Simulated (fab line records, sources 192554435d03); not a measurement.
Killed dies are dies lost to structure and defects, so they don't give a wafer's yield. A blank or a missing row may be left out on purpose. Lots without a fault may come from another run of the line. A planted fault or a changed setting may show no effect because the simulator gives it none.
Chamber matching | flow n5_finfet | N5_BEOL_M11_ETCH_62 on rie_diel-02: 4 sister chambers
The step etches SOC in N2/H2, target depth 110 nm, overetch 22 nm, time 165 s. 4 wafers are shown with their chamber, then 8 later ones without.

WAFERS WITH THEIR CHAMBER
wafer  | chamber | showerhead_plenum_p_Torr (Torr)
L085.4 | 1       | 2.37
L085.5 | 0       | 2.51
L087.4 | 3       | 2.43
L091.1 | 2       | 2.69

WAFERS WITHOUT THEIR CHAMBER
wafer  | showerhead_plenum_p_Torr (Torr)
L091.3 | 2.50
L091.6 | 2.50
L093.2 | 2.43
L093.3 | 2.50
L093.5 | 2.69
L097.1 | 2.42
L097.2 | 2.68
L097.3 | 2.50

WHICH CHAMBER EACH WENT THROUGH
wafer  | from the rows above | in truth
L091.3 | 0                   | 0
L091.6 | 0                   | 0
L093.2 | 3                   | 3
L093.3 | 0                   | 0
L093.5 | 2                   | 2
L097.1 | 3                   | 3
L097.2 | 2                   | 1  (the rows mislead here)
L097.3 | 0                   | 0
Placed correctly: 7 of 8. Can't be placed from these rows: 0. Placed wrongly: 1.
How it was worked out, from the rows above alone: a wafer's distance from a chamber is the root of the sum, over the readings, of the square of ((its reading less the chamber's mean) divided by the reading's scatter). The wafer belongs to the nearest chamber; if the next one is less than 2 further off, it can't be placed. A chamber's mean is the mean of its shown wafers. The scatter: with one shown wafer a chamber, the root of the mean of the squares of how far each hidden wafer lies from its nearest shown one.
